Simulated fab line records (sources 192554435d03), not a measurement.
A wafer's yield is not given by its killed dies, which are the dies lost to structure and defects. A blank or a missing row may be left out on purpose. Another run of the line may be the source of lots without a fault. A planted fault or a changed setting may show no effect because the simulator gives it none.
fab line records || flow n5Finfet || part 2 of 2: steps 16 to 16 of 16
record {"lots": 7, "wafers": 21, "lastDay": 18}
route steps=1938 shown BEOL_M0_CUTY@701 BEOL_M4@1111 PASSIVATION@1936
lots that met no fault: from a run of the same line without faults
startH: hours from the record's first day to the start of the lot's first wafer shown || waitH: hours elapsed since this lot's preceding step || " as in the row above || L1.1+2: a row that stands for several wafers || - no value, or no start given || * or withheld: withheld || < > ~ a bound
route shown NAME@n: NAME is a module with steps in the file, n the number in the route of the first one || usual: mean and standard deviation over wafers with no fault || same: alike in all rows || chamber/n: place in a boat || sites: the reading at each site || _std_site: the values' standard deviation || _edge_site: inner sites' mean taken away from outer sites' mean || radiusMm: for every site, how far away it sits from the centre of the wafer || mask NAME#n: copy n || behind: the most recent tool/chamber to have shaped the wafer || hold: reason for holding the lot/hours on hold/outcome of the hold || device: the n, p or np transistor that did not switch || end of line: tests run on the same wafers once the route is complete || step lacking rows: just its recipe || killed: count of dies lost to structure and defects at first sort (not the wafer's yield) || map: a wafer's dies, x killed, . not, _ none there
set.NAME: the setting that was run; set.NAME@STEP: the one run at that earlier step || model.NAME: the simulator's own value behind a step, which no gauge read
certain route steps with their lots: each step a table, each wafer a row
services: when a tool's chamber went out of use (startH, in hours from the record's first day, below 0 if earlier), for how many hours, and the reason
## steps
# step N5_PASSIVATION_PROBE_49
# usual {"defectLimitedYield": "91.7/1.5", "killed_at_M0_to_M3": "32/9.6", "killed_at_M4_up": "13/5.3", "killedAtContacts": "12/6.8", "killedAtFrontEnd": "36/9.8", "killedAtOther": "4/3.1", "killedDies": "98/17", "killedOnRim": "13/4", "killedOpen": "65/13", "killedShort": "32/8.5", "sort_bin_5_function": "4.9/0.93", "sort_bin_6_memory": "3.2/0.67", "sortNPass": "1082/17", "sortYieldPct": "91.7/1.4"}
# same {"grossDies": 1180, "killedAtBackSide": 0, "sort_bin_4_leakage[%]": 0, "sort_bin_8_speed[%]": 0}
{"lot.wafer": "L920.1", "tool": "prober-01", "chamber": "-", "startH": 294.63, "waitH": 0.0, "defectLimitedYield[%]": 0, "killed_at_M0_to_M3": 1124, "killed_at_M4_up": 16, "killedAtContacts": 13, "killedAtFrontEnd": 25, "killedAtOther": 2, "killedDies": 1180, "killedOnRim": 152, "killedOpen": 55, "killedShort": 16, "sort_bin_5_function[%]": 97.1, "sort_bin_6_memory[%]": 2.5, "sortNPass": 0, "sortYieldPct[%]": 0}
{"lot.wafer": "L920.2", "tool": "prober-01", "chamber": "-", "startH": 294.68, "waitH": 0.1, "defectLimitedYield[%]": 0, "killed_at_M0_to_M3": 1131, "killed_at_M4_up": 13, "killedAtContacts": 15, "killedAtFrontEnd": 16, "killedAtOther": 5, "killedDies": 1180, "killedOnRim": 152, "killedOpen": 60, "killedShort": 22, "sort_bin_5_function[%]": 97.6, "sort_bin_6_memory[%]": 2.0, "sortNPass": 0, "sortYieldPct[%]": 0}
{"lot.wafer": "L920.5", "tool": "prober-01", "chamber": "-", "startH": 294.83, "waitH": 0.2, "defectLimitedYield[%]": 0, "killed_at_M0_to_M3": 1140, "killed_at_M4_up": 16, "killedAtContacts": 2, "killedAtFrontEnd": 15, "killedAtOther": 7, "killedDies": 1180, "killedOnRim": 152, "killedOpen": 41, "killedShort": 22, "sort_bin_5_function[%]": 97.6, "sort_bin_6_memory[%]": 2.1, "sortNPass": 0, "sortYieldPct[%]": 0}
{"lot.wafer": "L922.3", "tool": "prober-02", "chamber": "-", "startH": 306.17, "waitH": 0.1, "defectLimitedYield[%]": 0, "killed_at_M0_to_M3": 1107, "killed_at_M4_up": 10, "killedAtContacts": 9, "killedAtFrontEnd": 40, "killedAtOther": 14, "killedDies": 1180, "killedOnRim": 152, "killedOpen": 65, "killedShort": 51, "sort_bin_5_function[%]": 96.3, "sort_bin_6_memory[%]": 3.2, "sortNPass": 0, "sortYieldPct[%]": 0}
{"lot.wafer": "L922.4", "tool": "prober-02", "chamber": "-", "startH": 306.22, "waitH": 0.2, "defectLimitedYield[%]": 0, "killed_at_M0_to_M3": 1120, "killed_at_M4_up": 14, "killedAtContacts": 14, "killedAtFrontEnd": 31, "killedAtOther": 1, "killedDies": 1180, "killedOnRim": 152, "killedOpen": 77, "killedShort": 28, "sort_bin_5_function[%]": 96.4, "sort_bin_6_memory[%]": 3.1, "sortNPass": 0, "sortYieldPct[%]": 0}
{"lot.wafer": "L922.6", "tool": "prober-02", "chamber": "-", "startH": 306.32, "waitH": 0.3, "defectLimitedYield[%]": 0, "killed_at_M0_to_M3": 1103, "killed_at_M4_up": 15, "killedAtContacts": 16, "killedAtFrontEnd": 43, "killedAtOther": 3, "killedDies": 1180, "killedOnRim": 152, "killedOpen": 68, "killedShort": 27, "sort_bin_5_function[%]": 96.4, "sort_bin_6_memory[%]": 3.5, "sortNPass": 0, "sortYieldPct[%]": 0}
{"lot.wafer": "L921.2", "tool": "prober-01", "chamber": "-", "startH": 306.43, "waitH": 0.1, "defectLimitedYield[%]": 0, "killed_at_M0_to_M3": 1107, "killed_at_M4_up": 23, "killedAtContacts": 10, "killedAtFrontEnd": 36, "killedAtOther": 4, "killedDies": 1180, "killedOnRim": 152, "killedOpen": 71, "killedShort": 30, "sort_bin_5_function[%]": 96.0, "sort_bin_6_memory[%]": 3.6, "sortNPass": 0, "sortYieldPct[%]": 0}
{"lot.wafer": "L921.3", "tool": "prober-01", "chamber": "-", "startH": 306.48, "waitH": 0.1, "defectLimitedYield[%]": 0, "killed_at_M0_to_M3": 1107, "killed_at_M4_up": 15, "killedAtContacts": 19, "killedAtFrontEnd": 33, "killedAtOther": 6, "killedDies": 1180, "killedOnRim": 152, "killedOpen": 73, "killedShort": 25, "sort_bin_5_function[%]": 97.1, "sort_bin_6_memory[%]": 2.4, "sortNPass": 0, "sortYieldPct[%]": 0}
{"lot.wafer": "L921.5", "tool": "prober-01", "chamber": "-", "startH": 306.58, "waitH": 0.2, "defectLimitedYield[%]": 0, "killed_at_M0_to_M3": 1109, "killed_at_M4_up": 10, "killedAtContacts": 15, "killedAtFrontEnd": 42, "killedAtOther": 4, "killedDies": 1180, "killedOnRim": 152, "killedOpen": 65, "killedShort": 35, "sort_bin_5_function[%]": 96.3, "sort_bin_6_memory[%]": 3.6, "sortNPass": 0, "sortYieldPct[%]": 0}
{"lot.wafer": "L930.1", "tool": "prober-02", "chamber": "-", "startH": 361.00, "waitH": 0.9, "defectLimitedYield[%]": 91.4, "killed_at_M0_to_M3": 32, "killed_at_M4_up": 17, "killedAtContacts": 2, "killedAtFrontEnd": 46, "killedAtOther": 5, "killedDies": 102, "killedOnRim": 8, "killedOpen": 71, "killedShort": 30, "sort_bin_5_function[%]": 5.2, "sort_bin_6_memory[%]": 3.4, "sortNPass": 1078, "sortYieldPct[%]": 91.4}
{"lot.wafer": "L930.2", "tool": "prober-02", "chamber": "-", "startH": 361.05, "waitH": 1.0, "defectLimitedYield[%]": 90.9, "killed_at_M0_to_M3": 31, "killed_at_M4_up": 20, "killedAtContacts": 4, "killedAtFrontEnd": 48, "killedAtOther": 4, "killedDies": 107, "killedOnRim": 16, "killedOpen": 73, "killedShort": 32, "sort_bin_5_function[%]": 5.5, "sort_bin_6_memory[%]": 3.2, "sortNPass": 1073, "sortYieldPct[%]": 90.9}
{"lot.wafer": "L930.6", "tool": "prober-02", "chamber": "-", "startH": 361.25, "waitH": 1.2, "defectLimitedYield[%]": 91.0, "killed_at_M0_to_M3": 31, "killed_at_M4_up": 20, "killedAtContacts": 9, "killedAtFrontEnd": 40, "killedAtOther": 6, "killedDies": 106, "killedOnRim": 8, "killedOpen": 72, "killedShort": 34, "sort_bin_5_function[%]": 5.7, "sort_bin_6_memory[%]": 3.1, "sortNPass": 1074, "sortYieldPct[%]": 91.0}
{"lot.wafer": "L932.2", "tool": "prober-01", "chamber": "-", "startH": 374.49, "waitH": 0.1, "defectLimitedYield[%]": 91.3, "killed_at_M0_to_M3": 33, "killed_at_M4_up": 21, "killedAtContacts": 9, "killedAtFrontEnd": 40, "killedAtOther": 0, "killedDies": 103, "killedOnRim": 14, "killedOpen": 64, "killedShort": 36, "sort_bin_5_function[%]": 4.8, "sort_bin_6_memory[%]": 3.3, "sortNPass": 1077, "sortYieldPct[%]": 91.3}
{"lot.wafer": "L932.5", "tool": "prober-01", "chamber": "-", "startH": 374.64, "waitH": 0.2, "defectLimitedYield[%]": 89.2, "killed_at_M0_to_M3": 61, "killed_at_M4_up": 10, "killedAtContacts": 10, "killedAtFrontEnd": 44, "killedAtOther": 2, "killedDies": 127, "killedOnRim": 15, "killedOpen": 71, "killedShort": 47, "sort_bin_5_function[%]": 5.6, "sort_bin_6_memory[%]": 4.3, "sortNPass": 1053, "sortYieldPct[%]": 89.2}
{"lot.wafer": "L932.6", "tool": "prober-01", "chamber": "-", "startH": 374.69, "waitH": 0.3, "defectLimitedYield[%]": 92.2, "killed_at_M0_to_M3": 26, "killed_at_M4_up": 12, "killedAtContacts": 13, "killedAtFrontEnd": 39, "killedAtOther": 2, "killedDies": 92, "killedOnRim": 16, "killedOpen": 50, "killedShort": 40, "sort_bin_5_function[%]": 4.3, "sort_bin_6_memory[%]": 3.1, "sortNPass": 1088, "sortYieldPct[%]": 92.2}
{"lot.wafer": "L933.1", "tool": "prober-01", "chamber": "-", "startH": 386.71, "waitH": 0.0, "defectLimitedYield[%]": 92.9, "killed_at_M0_to_M3": 19, "killed_at_M4_up": 18, "killedAtContacts": 6, "killedAtFrontEnd": 38, "killedAtOther": 3, "killedDies": 84, "killedOnRim": 12, "killedOpen": 58, "killedShort": 23, "sort_bin_5_function[%]": 3.7, "sort_bin_6_memory[%]": 3.1, "sortNPass": 1096, "sortYieldPct[%]": 92.9}
{"lot.wafer": "L933.3", "tool": "prober-01", "chamber": "-", "startH": 386.81, "waitH": 0.1, "defectLimitedYield[%]": 92.4, "killed_at_M0_to_M3": 33, "killed_at_M4_up": 9, "killedAtContacts": 15, "killedAtFrontEnd": 31, "killedAtOther": 2, "killedDies": 90, "killedOnRim": 7, "killedOpen": 51, "killedShort": 36, "sort_bin_5_function[%]": 5.1, "sort_bin_6_memory[%]": 2.4, "sortNPass": 1090, "sortYieldPct[%]": 92.4}
{"lot.wafer": "L933.4", "tool": "prober-01", "chamber": "-", "startH": 386.86, "waitH": 0.2, "defectLimitedYield[%]": 93.2, "killed_at_M0_to_M3": 18, "killed_at_M4_up": 12, "killedAtContacts": 12, "killedAtFrontEnd": 32, "killedAtOther": 6, "killedDies": 80, "killedOnRim": 9, "killedOpen": 49, "killedShort": 30, "sort_bin_5_function[%]": 4.1, "sort_bin_6_memory[%]": 2.5, "sortNPass": 1100, "sortYieldPct[%]": 93.2}
{"lot.wafer": "L938.1", "tool": "prober-02", "chamber": "-", "startH": 422.46, "waitH": 0.0, "defectLimitedYield[%]": 94.8, "killed_at_M0_to_M3": 16, "killed_at_M4_up": 10, "killedAtContacts": 3, "killedAtFrontEnd": 31, "killedAtOther": 1, "killedDies": 61, "killedOnRim": 9, "killedOpen": 35, "killedShort": 24, "sort_bin_5_function[%]": 2.5, "sort_bin_6_memory[%]": 2.2, "sortNPass": 1119, "sortYieldPct[%]": 94.8}
{"lot.wafer": "L938.2", "tool": "prober-02", "chamber": "-", "startH": 422.51, "waitH": 0.1, "defectLimitedYield[%]": 94.3, "killed_at_M0_to_M3": 25, "killed_at_M4_up": 9, "killedAtContacts": 11, "killedAtFrontEnd": 20, "killedAtOther": 2, "killedDies": 67, "killedOnRim": 11, "killedOpen": 43, "killedShort": 24, "sort_bin_5_function[%]": 3.2, "sort_bin_6_memory[%]": 2.2, "sortNPass": 1113, "sortYieldPct[%]": 94.3}
{"lot.wafer": "L938.3", "tool": "prober-02", "chamber": "-", "startH": 422.56, "waitH": 0.1, "defectLimitedYield[%]": 93.0, "killed_at_M0_to_M3": 32, "killed_at_M4_up": 12, "killedAtContacts": 14, "killedAtFrontEnd": 19, "killedAtOther": 6, "killedDies": 83, "killedOnRim": 11, "killedOpen": 64, "killedShort": 18, "sort_bin_5_function[%]": 4.1, "sort_bin_6_memory[%]": 2.6, "sortNPass": 1097, "sortYieldPct[%]": 93.0}
# killed by level:class
L920.1 BEOL_M0_CUTY:areaEtch=1107 MOL_CONTACT_COAG:geometricParticle:open=10 STI_FIN_REVEAL:geometricParticle:open=9 BEOL_M4:geometricParticle:open=8 BEOL_M2:geometricParticle:open=5 STARTING-WAFER:geometricParticle:open=4 FIN_SAQP:geometricParticle:open=3 FIN_SAQP:geometricParticle:short=3
L920.2 BEOL_M0_CUTY:areaEtch=1098 MOL_CONTACT_COAG:geometricParticle:open=13 BEOL_M2:geometricParticle:open=10 STI_FIN_REVEAL:geometricParticle:open=7 BEOL_M0_SAQP:geometricParticle:short=6 BEOL_M1:geometricParticle:open=6 BEOL_M0_SAQP:geometricParticle:open=5 BEOL_M6:geometricParticle:open=4
L920.5 BEOL_M0_CUTY:areaEtch=1114 BEOL_M2:geometricParticle:open=8 BEOL_M1:geometricParticle:open=6 STI_FIN_REVEAL:geometricParticle:open=4 BEOL_M0_SAQP:geometricParticle:short=3 BEOL_M3:geometricParticle:open=3 BEOL_M4:geometricParticle:open=3 BEOL_M5:geometricParticle:open=3
L922.3 BEOL_M0_CUTY:areaEtch=1063 BEOL_M0_SAQP:geometricParticle:short=18 BEOL_M0_SAQP:geometricParticle:open=11 STI_FIN_REVEAL:geometricParticle:open=10 MOL_CONTACT_COAG:geometricParticle:open=7 MIM_TOP:geometricParticle:open=7 FIN_SAQP:geometricParticle:short=6 FIN_SAQP:geometricParticle:open=5
L922.4 BEOL_M0_CUTY:areaEtch=1075 STI_FIN_REVEAL:geometricParticle:open=16 BEOL_M2:geometricParticle:open=16 MOL_CONTACT_COAG:geometricParticle:open=11 BEOL_M0_SAQP:geometricParticle:open=11 BEOL_M0_SAQP:geometricParticle:short=7 BEOL_M5:geometricParticle:open=5 BEOL_M4:geometricParticle:open=4
L922.6 BEOL_M0_CUTY:areaEtch=1083 STI_FIN_REVEAL:geometricParticle:open=16 MOL_CONTACT_COAG:geometricParticle:open=13 FIN_SAQP:geometricParticle:short=6 BEOL_M0_SAQP:geometricParticle:open=5 FIN_SAQP:geometricParticle:open=4 STI_FIN_REVEAL:geometricParticle:short=4 GATE_CUT:geometricParticle:open=4
L921.2 BEOL_M0_CUTY:areaEtch=1077 BEOL_M4:geometricParticle:open=10 STI_FIN_REVEAL:geometricParticle:open=9 BEOL_M1:geometricParticle:open=8 BEOL_M3:geometricParticle:open=8 FIN_SAQP:geometricParticle:short=7 MOL_CONTACT_COAG:geometricParticle:open=7 BEOL_M0_SAQP:geometricParticle:open=6
L921.3 BEOL_M0_CUTY:areaEtch=1081 MOL_CONTACT_COAG:geometricParticle:open=18 BEOL_M0_SAQP:geometricParticle:open=11 STI_FIN_REVEAL:geometricParticle:open=8 BEOL_M3:geometricParticle:open=7 BEOL_M4:geometricParticle:open=7 DUMMY_GATE:geometricParticle:open=6 FIN_SAQP:geometricParticle:open=5
L921.5 BEOL_M0_CUTY:areaEtch=1079 MOL_CONTACT_COAG:geometricParticle:open=14 FIN_SAQP:geometricParticle:short=11 BEOL_M0_SAQP:geometricParticle:open=9 BEOL_M0_SAQP:geometricParticle:short=8 FIN_SAQP:geometricParticle:open=7 GATE_CUT:geometricParticle:open=7 GATE_CUT:geometricParticle:short=6
L930.1 STI_FIN_REVEAL:geometricParticle:open=11 FIN_SAQP:geometricParticle:open=10 BEOL_M5:geometricParticle:open=8 FIN_SAQP:geometricParticle:short=7 BEOL_M0_SAQP:geometricParticle:open=7 BEOL_M0_SAQP:geometricParticle:short=7 BEOL_M2:geometricParticle:open=6 BEOL_M3:geometricParticle:open=6
L930.2 FIN_SAQP:geometricParticle:open=15 STI_FIN_REVEAL:geometricParticle:open=8 FIN_SAQP:geometricParticle:short=7 BEOL_M0_SAQP:geometricParticle:open=7 BEOL_M2:geometricParticle:open=7 BEOL_M2:geometricParticle:short=5 BEOL_M5:geometricParticle:open=5 MOL_CONTACT_COAG:geometricParticle:open=4
L930.6 FIN_SAQP:geometricParticle:short=16 FIN_SAQP:geometricParticle:open=15 MOL_CONTACT_COAG:geometricParticle:open=9 BEOL_M4:geometricParticle:open=9 BEOL_M0:geometricParticle:open=7 BEOL_M6:geometricParticle:open=6 BEOL_M0_SAQP:geometricParticle:open=5 BEOL_M0_SAQP:geometricParticle:short=5
L932.2 BEOL_M4:geometricParticle:open=9 MOL_CONTACT_COAG:geometricParticle:open=8 STI_FIN_REVEAL:geometricParticle:open=7 BEOL_M0_SAQP:geometricParticle:short=7 BEOL_M3:geometricParticle:open=7 BEOL_M1:geometricParticle:open=6 ILD0:geometricParticle:open=5 BEOL_M0_SAQP:geometricParticle:open=5
L932.5 BEOL_M0_SAQP:geometricParticle:open=20 BEOL_M0_SAQP:geometricParticle:short=17 BEOL_M2:geometricParticle:open=8 FIN_SAQP:geometricParticle:short=6 STI_FIN_REVEAL:geometricParticle:open=6 GATE_CUT:geometricParticle:short=5 BEOL_M1:geometricParticle:open=5 HKMG_FIN:areaEtch=5
L932.6 FIN_SAQP:geometricParticle:open=11 MOL_CONTACT_COAG:geometricParticle:open=11 FIN_SAQP:geometricParticle:short=8 BEOL_M0_SAQP:geometricParticle:short=7 BEOL_M0:geometricParticle:short=6 STI_FIN_REVEAL:geometricParticle:open=5 BEOL_M0_SAQP:geometricParticle:open=4 BEOL_M4:geometricParticle:open=4
L933.1 FIN_SAQP:geometricParticle:open=10 FIN_SAQP:geometricParticle:short=7 STI_FIN_REVEAL:geometricParticle:open=6 MOL_CONTACT_COAG:geometricParticle:open=6 BEOL_M4:geometricParticle:short=6 BEOL_M1:geometricParticle:open=5 BEOL_M3:geometricParticle:open=5 GATE_CUT:geometricParticle:open=4
L933.3 MOL_CONTACT_COAG:geometricParticle:open=12 BEOL_M0_SAQP:geometricParticle:short=11 BEOL_M4:geometricParticle:open=8 FIN_SAQP:geometricParticle:open=7 GATE_CUT:geometricParticle:short=6 BEOL_M1:geometricParticle:open=5 FIN_SAQP:geometricParticle:short=4 BEOL_M0_SAQP:geometricParticle:open=4
L933.4 MOL_CONTACT_COAG:geometricParticle:open=8 BEOL_M4:geometricParticle:open=8 DUMMY_GATE:geometricParticle:open=6 BEOL_M2:geometricParticle:open=5 FIN_SAQP:geometricParticle:open=4 FIN_SAQP:geometricParticle:short=4 STARTING-WAFER:geometricParticle:open=4 MIM_TOP_ETCH:geometricParticle:short=4
L938.1 ILD0:geometricParticle:short=8 BEOL_M0_SAQP:geometricParticle:short=6 BEOL_M4:geometricParticle:open=6 FIN_SAQP:geometricParticle:open=5 STARTING-WAFER:geometricParticle:open=5 ILD0:geometricParticle:open=4 MOL_CONTACT_COAG:geometricParticle:open=3 BEOL_M1:geometricParticle:open=3
L938.2 MOL_CONTACT_COAG:geometricParticle:open=8 BEOL_M2:geometricParticle:open=7 GATE_CUT:geometricParticle:short=4 BEOL_M1:geometricParticle:open=4 MOL_CONTACT_COAG:geometricParticle:short=3 BEOL_M0_SAQP:geometricParticle:short=3 BEOL_M0:geometricParticle:open=3 BEOL_M1:geometricParticle:short=3
L938.3 MOL_CONTACT_COAG:geometricParticle:open=14 BEOL_M2:geometricParticle:open=11 BEOL_M1:geometricParticle:open=6 BEOL_M3:geometricParticle:open=6 BEOL_M4:geometricParticle:open=6 BEOL_M0_SAQP:geometricParticle:short=5 FIN_SAQP:geometricParticle:short=4 GATE_CUT:geometricParticle:open=4
# map L920.1 (x killed, . not)
_________________xxxxxxxxxxxx________________
______________xxxxxxxxxxxxxxxxxx_____________
___________xxxxxxxxxxxxxxxxxxxxxxxx__________
__________xxxxxxxxxxxxxxxxxxxxxxxxxx_________
________xxxxxxxxxxxxxxxxxxxxxxxxxxxxxx_______
_______xxxxxxxxxxxxxxxxxxxxxxxxxxxxxxxx______
______xxxxxxxxxxxxxxxxxxxxxxxxxxxxxxxxxx_____
_____xxxxxxxxxxxxxxxxxxxxxxxxxxxxxxxxxxxx____
____xxxxxxxxxxxxxxxxxxxxxxxxxxxxxxxxxxxxxx___
___xxxxxxxxxxxxxxxxxxxxxxxxxxxxxxxxxxxxxxxx__
___xxxxxxxxxxxxxxxxxxxxxxxxxxxxxxxxxxxxxxxx__
__xxxxxxxxxxxxxxxxxxxxxxxxxxxxxxxxxxxxxxxxxx_
__xxxxxxxxxxxxxxxxxxxxxxxxxxxxxxxxxxxxxxxxxx_
_xxxxxxxxxxxxxxxxxxxxxxxxxxxxxxxxxxxxxxxxxxxx
_xxxxxxxxxxxxxxxxxxxxxxxxxxxxxxxxxxxxxxxxxxxx
_xxxxxxxxxxxxxxxxxxxxxxxxxxxxxxxxxxxxxxxxxxxx
_xxxxxxxxxxxxxxxxxxxxxxxxxxxxxxxxxxxxxxxxxxxx
_xxxxxxxxxxxxxxxxxxxxxxxxxxxxxxxxxxxxxxxxxxxx
_xxxxxxxxxxxxxxxxxxxxxxxxxxxxxxxxxxxxxxxxxxxx
_xxxxxxxxxxxxxxxxxxxxxxxxxxxxxxxxxxxxxxxxxxxx
_xxxxxxxxxxxxxxxxxxxxxxxxxxxxxxxxxxxxxxxxxxxx
__xxxxxxxxxxxxxxxxxxxxxxxxxxxxxxxxxxxxxxxxxx_
__xxxxxxxxxxxxxxxxxxxxxxxxxxxxxxxxxxxxxxxxxx_
___xxxxxxxxxxxxxxxxxxxxxxxxxxxxxxxxxxxxxxxx__
___xxxxxxxxxxxxxxxxxxxxxxxxxxxxxxxxxxxxxxxx__
____xxxxxxxxxxxxxxxxxxxxxxxxxxxxxxxxxxxxxx___
_____xxxxxxxxxxxxxxxxxxxxxxxxxxxxxxxxxxxx____
______xxxxxxxxxxxxxxxxxxxxxxxxxxxxxxxxxx_____
_______xxxxxxxxxxxxxxxxxxxxxxxxxxxxxxxx______
________xxxxxxxxxxxxxxxxxxxxxxxxxxxxxx_______
__________xxxxxxxxxxxxxxxxxxxxxxxxxx_________
___________xxxxxxxxxxxxxxxxxxxxxxxx__________
______________xxxxxxxxxxxxxxxxxx_____________
_________________xxxxxxxxxxxx________________
# map L921.2 (x killed, . not)
_________________xxxxxxxxxxxx________________
______________xxxxxxxxxxxxxxxxxx_____________
___________xxxxxxxxxxxxxxxxxxxxxxxx__________
__________xxxxxxxxxxxxxxxxxxxxxxxxxx_________
________xxxxxxxxxxxxxxxxxxxxxxxxxxxxxx_______
_______xxxxxxxxxxxxxxxxxxxxxxxxxxxxxxxx______
______xxxxxxxxxxxxxxxxxxxxxxxxxxxxxxxxxx_____
_____xxxxxxxxxxxxxxxxxxxxxxxxxxxxxxxxxxxx____
____xxxxxxxxxxxxxxxxxxxxxxxxxxxxxxxxxxxxxx___
___xxxxxxxxxxxxxxxxxxxxxxxxxxxxxxxxxxxxxxxx__
___xxxxxxxxxxxxxxxxxxxxxxxxxxxxxxxxxxxxxxxx__
__xxxxxxxxxxxxxxxxxxxxxxxxxxxxxxxxxxxxxxxxxx_
__xxxxxxxxxxxxxxxxxxxxxxxxxxxxxxxxxxxxxxxxxx_
_xxxxxxxxxxxxxxxxxxxxxxxxxxxxxxxxxxxxxxxxxxxx
_xxxxxxxxxxxxxxxxxxxxxxxxxxxxxxxxxxxxxxxxxxxx
_xxxxxxxxxxxxxxxxxxxxxxxxxxxxxxxxxxxxxxxxxxxx
_xxxxxxxxxxxxxxxxxxxxxxxxxxxxxxxxxxxxxxxxxxxx
_xxxxxxxxxxxxxxxxxxxxxxxxxxxxxxxxxxxxxxxxxxxx
_xxxxxxxxxxxxxxxxxxxxxxxxxxxxxxxxxxxxxxxxxxxx
_xxxxxxxxxxxxxxxxxxxxxxxxxxxxxxxxxxxxxxxxxxxx
_xxxxxxxxxxxxxxxxxxxxxxxxxxxxxxxxxxxxxxxxxxxx
__xxxxxxxxxxxxxxxxxxxxxxxxxxxxxxxxxxxxxxxxxx_
__xxxxxxxxxxxxxxxxxxxxxxxxxxxxxxxxxxxxxxxxxx_
___xxxxxxxxxxxxxxxxxxxxxxxxxxxxxxxxxxxxxxxx__
___xxxxxxxxxxxxxxxxxxxxxxxxxxxxxxxxxxxxxxxx__
____xxxxxxxxxxxxxxxxxxxxxxxxxxxxxxxxxxxxxx___
_____xxxxxxxxxxxxxxxxxxxxxxxxxxxxxxxxxxxx____
______xxxxxxxxxxxxxxxxxxxxxxxxxxxxxxxxxx_____
_______xxxxxxxxxxxxxxxxxxxxxxxxxxxxxxxx______
________xxxxxxxxxxxxxxxxxxxxxxxxxxxxxx_______
__________xxxxxxxxxxxxxxxxxxxxxxxxxx_________
___________xxxxxxxxxxxxxxxxxxxxxxxx__________
______________xxxxxxxxxxxxxxxxxx_____________
_________________xxxxxxxxxxxx________________
## services
{"tool": "rieDiel-04", "chamber": 3, "startH": 144.48, "hours": 1.3, "kind": "repair"}
{"tool": "rieDiel-04", "chamber": 1, "startH": 165.57, "hours": 6.6, "kind": "repair"}
{"tool": "rieDiel-02", "chamber": 1, "startH": 169.13, "hours": 2.1, "kind": "repair"}
{"tool": "rieDiel-04", "chamber": "-", "startH": 212.45, "hours": 14.6, "kind": "pm"}
{"tool": "rieDiel-05", "chamber": 0, "startH": 213.96, "hours": 11.5, "kind": "repair"}
{"tool": "rieDiel-05", "chamber": "-", "startH": 227.23, "hours": 15.6, "kind": "pm"}
{"tool": "rieDiel-05", "chamber": 1, "startH": 253.43, "hours": 2.5, "kind": "repair"}
## key
firstSign {"step": "N5_BEOL_M0_CUTY_ETCH_63", "reading": "toolRecord", "direction": "missing"}
effect {"step": "N5_PASSIVATION_PROBE_49", "reading": "killed_at_M0_to_M3", "direction": "up", "sigmas": "99+", "usual": 32, "struck": 1116}
modelEffect {"step": "N5_BEOL_M0_CUTY_ETCH_63", "value": "CAR-ArF-block_of_BEOL_M0_CUTY_COAT_51.thkNm", "without": 0, "struck": 119.2}
moreKillsBornAt {"N5_BEOL_M0_CUTY_ETCH_63@rieDiel-04": 6556, "N5_BEOL_M0_CUTY_ETCH_63@rieDiel-05": 3221}
metAt N5_BEOL_M0_CUTY_ETCH_63
struckWafers L920.1,L920.2,L920.5,L921.2,L921.3,L921.5,L922.3,L922.4,L922.6
laterRowsLeftOut L920.1,L920.2,L920.5,L921.2,L921.3,L921.5,L922.3,L922.4,L922.6
fault {"kind": "skippedStepWhole", "tool": "rieDiel-04,rieDiel-05", "chamber": "-", "onsetH": 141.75, "steps": "N5_BEOL_M0_CUTY_ETCH_63", "scope": "struckLotsOnly"}
# laterRowsLeftOut: the simulator's readings of these wafers behind a module that went badly wrong aren't trusted and aren't shown, but for the sort
